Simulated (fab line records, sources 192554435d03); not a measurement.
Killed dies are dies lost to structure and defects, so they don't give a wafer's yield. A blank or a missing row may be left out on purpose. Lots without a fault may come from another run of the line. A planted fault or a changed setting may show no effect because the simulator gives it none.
A struck lot beside a sound one | flow n5_finfet | 35 steps out of a route of 1938
Sound: wafers L401.1, L401.5, L401.6. Struck: wafer L408.2. (L408.3, L408.5 of the same lot were not struck and are left out.) The cause comes at the end.
At each step with rows: each side's tool, then ch and its chambers, then its first start. Under that, the readings that differ: sound wafers | struck wafers | difference of the means | sigmas: that difference in standard deviations of wafers without a fault.
alike: readings whose means differ by less than 2 such deviations, and words and numbers that are the same on both sides. not compared: withheld readings, readings that some wafer has no value for, bounds like >300 that may hide the same value, and numbers for which the record gives no deviation and whose values overlap.
The two part at a step that has a row with sigmas, a row that says differs or no value, or rows on one side only. Numbers that don't overlap but have no deviation are shown without sigmas and don't part them. A reading that every wafer of one side lacks parts them only if that side has two wafers or more.

first, 8 steps without rows for these wafers: N5_BEOL_M9_SPUTTER_48 (material Cu, target thk 12 nm, time 2 s); N5_BEOL_M9_ECD_50 (material Cu, target thk 318 nm); N5_BEOL_M9_ANNEAL_51 (time 90 s); N5_BEOL_M9_CMP_52 (polishes, stops on SiCOH lowk, t overpolish 7 s, target thk 140 nm); N5_BEOL_M9_PRE_CLEAN_55 (time 15 s); N5_BEOL_M9_DEP_56 (deposits SiCN from 3MS/NH3, target thk 15 nm, time 26.5 s); N5_BEOL_M10_ILD_DEP_00 (deposits SiCOH lowk from DEMS/porogen, target thk 308.51 nm, time 58 s); N5_BEOL_M10_CURE_71 (cures SiCOH lowk, time 240 s).
N5_BEOL_M10_PECVD_70: deposits SiO2 from TEOS/O2, target thk 20 nm, time 22.7 s.
  sound on pecvd-04 ch 0,1, day 12 18:04; struck on pecvd-04 ch 2, day 14 04:14
  reading                                     | sound                | struck | difference | sigmas
  susceptor_temp_C (C)                        | 400.26 400.17 400.24 | 366.13 | -34.09     | -99 or more
  throttle_valve_pct (%)                      | 22.4 22.9 22.6       | 20.4   | -2.2       | -3
  model.SiO2_of_BEOL_M10_PECVD_70.thk_nm (nm) | 19.6 20.2 20         | 24     | +4         |
  alike: heater_power_w, showerhead_plenum_p_Torr, showerhead_vpp_V
then, 24 steps without rows for these wafers: N5_BEOL_M10_HM_DEP_02 (deposits TiN, target thk 20 nm); N5_BEOL_M10_COAT_59 (time 60 s, resist thk 100 nm); N5_BEOL_M10_COAT_60 (time 60 s, resist thk 30 nm); N5_BEOL_M10_COAT_05 (resist thk 90 nm); N5_BEOL_M10_EBR_07; N5_BEOL_M10_SOFTBAKE_06 (time 60 s); N5_BEOL_M10_EXPOSE_08 (exposes mask M10); N5_BEOL_M10_PEB_09 (peb time 60 s); N5_BEOL_M10_DEVELOP_10 (develop time 30 s); N5_BEOL_M10_DESCUM_16 (chemistry O2, time 7.9 s); N5_BEOL_M10_ETCH_61 (etches SiARC in CF4, target depth 39 nm, time 65 s); N5_BEOL_M10_ETCH_62 (etches SOC in N2/H2, target depth 110 nm, overetch 22 nm, time 165 s); N5_BEOL_M10_STRIP_68 (strips in N2/H2); N5_BEOL_M10_STRIP_67 (strips in CF4); N5_BEOL_M10_HM_OPEN_17 (chemistry Cl2/BCl3, target TiN, target depth 20 nm, overetch 6 nm); N5_BEOL_M10_STRIP_19 (strips in O2); N5_BEOL_M10_COAT_63 (time 60 s, resist thk 100 nm); N5_BEOL_M10_COAT_64 (time 60 s, resist thk 30 nm); N5_BEOL_M10_COAT_22 (resist thk 90 nm); N5_BEOL_M10_EBR_24; N5_BEOL_M10_SOFTBAKE_23 (time 60 s); N5_BEOL_M10_EXPOSE_25 (exposes mask V9); N5_BEOL_M10_PEB_26 (peb time 60 s); N5_BEOL_M10_DEVELOP_27 (develop time 30 s).
N5_BEOL_M10_HM_STRIP_39: strips TiN in peroxide tin strip, target depth 25 nm, time 158 s.
  sound on wet_bench-01 ch 2,3,6, day 12 23:12; struck on wet_bench-05 ch 4, day 14 06:29
  reading                                     | sound        | struck | difference | sigmas
  model.SiO2_of_BEOL_M10_PECVD_70.thk_nm (nm) | 19.4 20 19.8 | 23.8   | +4.1       |
N5_BEOL_M10_CMP_52: polishes, stops on SiCOH lowk, t overpolish 7 s, target thk 140 nm.
  sound on cmp-03 ch 0,3, day 13 01:57; struck on cmp-04 ch 1, day 14 10:13
  reading                      | sound          | struck | difference | sigmas
  barrier_field_endpoint_s (s) | 28.1 29.1 29.1 | 33.1   | +4.3       | +7
  alike: motor_current_A

WHERE THEY PART
First at N5_BEOL_M10_PECVD_70; last, within this record, at N5_BEOL_M10_CMP_52.

WHY: what the simulator had put in
Process parameter drift: pecvd-04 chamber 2, from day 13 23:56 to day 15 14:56, at N5_BEOL_M10_PECVD_70. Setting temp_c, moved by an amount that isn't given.
